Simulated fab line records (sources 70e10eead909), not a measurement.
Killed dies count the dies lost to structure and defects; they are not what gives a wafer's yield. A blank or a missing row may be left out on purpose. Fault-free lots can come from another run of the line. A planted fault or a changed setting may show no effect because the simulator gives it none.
A lot that was struck, set against a sound lot | flow nand harc | 27 steps out of a route of 1302
Sound: these wafers, L232.2, L232.4, L232.5. Wafers struck: L243.2, L243.3, L243.4. The cause comes at the end.
At each step with rows: each side's tool, then ch and its chambers, then its first start. Under that, the readings that differ: sound wafers | struck wafers | difference of the means | sigmas: that difference in standard deviations of wafers without a fault.
alike: readings with means less than 2 such deviations apart, plus words and numbers identical on both sides. not compared: withheld readings, readings lacking a value on some wafer, bounds such as >300 that could conceal the same value, and numbers that have no deviation in the record and whose values overlap.
A row with sigmas, a row that says differs or no value, or rows on one side alone: a step with any of these is where the two part. Numbers that don't overlap but have no deviation are shown without sigmas and don't part them. Lack of a reading on every wafer of one side parts them only where that side has two or more wafers.

first, 7 steps without rows for these wafers: NHARC_A_SLIT_HMDS_02 (time 30 s); NHARC_A_SLIT_COAT_03 (resist thk 90 nm); NHARC_A_SLIT_SOFTBAKE_04 (time 55 s); NHARC_A_SLIT_EBR_05; NHARC_A_SLIT_EXPOSE_06 (exposes mask SLIT); NHARC_A_SLIT_PEB_07 (peb time 65 s); NHARC_A_SLIT_DEVELOP_08 (develop time 35 s).
NHARC_A_SLIT_CD_MEAS_09: the cd target is 300 nm.
  sound on cd sem-01 ch 0, day 21 13:14; struck on cd sem-02 ch 0, day 26 03:26
  alike: cd nm
NHARC_A_SLIT_OVL_MEAS_10:
  sound on overlay-02 at day 21 13:19; struck on overlay-01 at day 26 03:31
  alike: overlay x nm, overlay y nm
NHARC_A_SLIT_INSPECT_11:
  sound on defect inspect-02 at day 21 13:22; struck on defect inspect-02 at day 26 03:33
  alike: raw defect count
NHARC_A_SLIT_DESCUM_14: chemistry O2, time 3 s.
  sound on rie diel-06 ch 0,2,3, day 21 13:26; struck on rie diel-06 ch 0,2,3, day 26 03:37
  alike: drypump motor current A, mfc ar sccm, oes product au, rf vpp V, showerhead plenum p Torr, throttle valve pct
  not compared: rf hours counter h
then, 1 step without rows for these wafers: NHARC_A_SLIT_ETCH_24 (etches the open film in CF4/CHF3, target depth 121 nm, time 60.5 s).
NHARC_A_SLIT_ETCH_15: etches the open film in O2/COS, target depth 6200 nm, time 1612 s.
  sound on rie diel-06 ch 0,2,3, day 21 13:35; struck on rie diel-06 ch 0,1,3, day 26 03:49
  alike: drypump motor current A, mfc ar sccm, oes product au, rf fwd power W, rf vpp V, showerhead plenum p Torr, throttle valve pct
  not compared: rf hours counter h
NHARC_A_SLIT_ETCH_17: etches the open film in C4F8/O2/Ar, time 4254.5 s, target depth 20300 nm.
  sound on har etch-02 ch 0,1, day 21 15:55; struck on har etch-02 ch 0,1, day 26 04:54
  reading            | sound             | struck            | difference | sigmas
  mfc ar sccm (sccm) | 374.1 373.3 375.8 | 377.5 376.5 376.0 | +2.3       | +2
  alike: drypump motor current A, showerhead plenum p Torr, throttle valve pct
  not compared: rf hours counter h
then, 2 steps without rows for these wafers: NHARC_A_SLIT_ETCH_26 (etches the open film in C4F8/O2/Ar, time 90 s, target depth 400 nm); NHARC_A_SLIT_STRIP_28 (strips in O2/COS).
NHARC_A_SLIT_ETCH_29: etches the open film in CF4/O2, target depth 100 nm, overetch 10 nm, time 55 s.
  sound on rie diel-06 ch 0,1,2, day 21 20:25; struck on rie diel-06 ch 0,1,3, day 26 09:25
  alike: drypump motor current A, mfc ar sccm, oes product au, rf fwd power W, rf vpp V, showerhead plenum p Torr, throttle valve pct
  not compared: rf hours counter h
NHARC_A_SLIT_STRIP_18: strips in O2.
  sound: rie diel-06 ch 0,1,3; struck: rie diel-06 ch 0,1,3
  alike: drypump motor current A, mfc ar sccm, oes product au, rf vpp V, showerhead plenum p Torr, throttle valve pct
  not compared: rf hours counter h
then, 2 steps without rows for these wafers: NHARC_A_SLIT_PRECLEAN_19 (cleans in SC1); NHARC_A_SLIT_SRD_20.
NHARC_A_SLIT_CD_MEAS_21:
  sound on cd sem-03 at day 21 20:56; struck on cd sem-01 at day 26 09:58
  alike: cd nm
then, 3 steps without rows for these wafers: NHARC_A_SIN_REMOVE_WET_00 (chemistry H3PO4, time 15300 s); NHARC_A_SIN_REMOVE_PRECLEAN_01 (cleans in SC1); NHARC_A_SIN_REMOVE_SRD_02.
NHARC_A_SIN_REMOVE_INSPECT_04:
  sound on defect inspect-01 at day 22 02:31; struck on defect inspect-01 at day 26 16:10
  reading          | sound       | struck      | difference | sigmas
  raw defect count | 301 278 244 | 761 747 760 | +482       | +5
NHARC_A_WL_FILL_ALD_00: deposits Al2O3, target thk 3 nm, pulse time 3 s, ald cycles 30.
  sound on ald hk-03 ch 1,2,3, day 22 02:36; struck on ald hk-03 ch 1,2,3, day 26 16:14
  alike: heater power w, precursor pulse height rel
-- record jumps: 4 days between struck wafers' starts before vs after; left off in module A_WL_FILL, resumes in module END, first step shown is number 1302 of the route --
NHARC_END_SORT_01:
  the record has rows for the struck wafers here (prober-02 ch 0, day 30 14:47) and none for the sound ones

== WHERE THEY PART ==
Last at NHARC_END_SORT_01 as far as this record goes, first at NHARC_A_SLIT_ETCH_17.

WHY: what had been put in by the simulator
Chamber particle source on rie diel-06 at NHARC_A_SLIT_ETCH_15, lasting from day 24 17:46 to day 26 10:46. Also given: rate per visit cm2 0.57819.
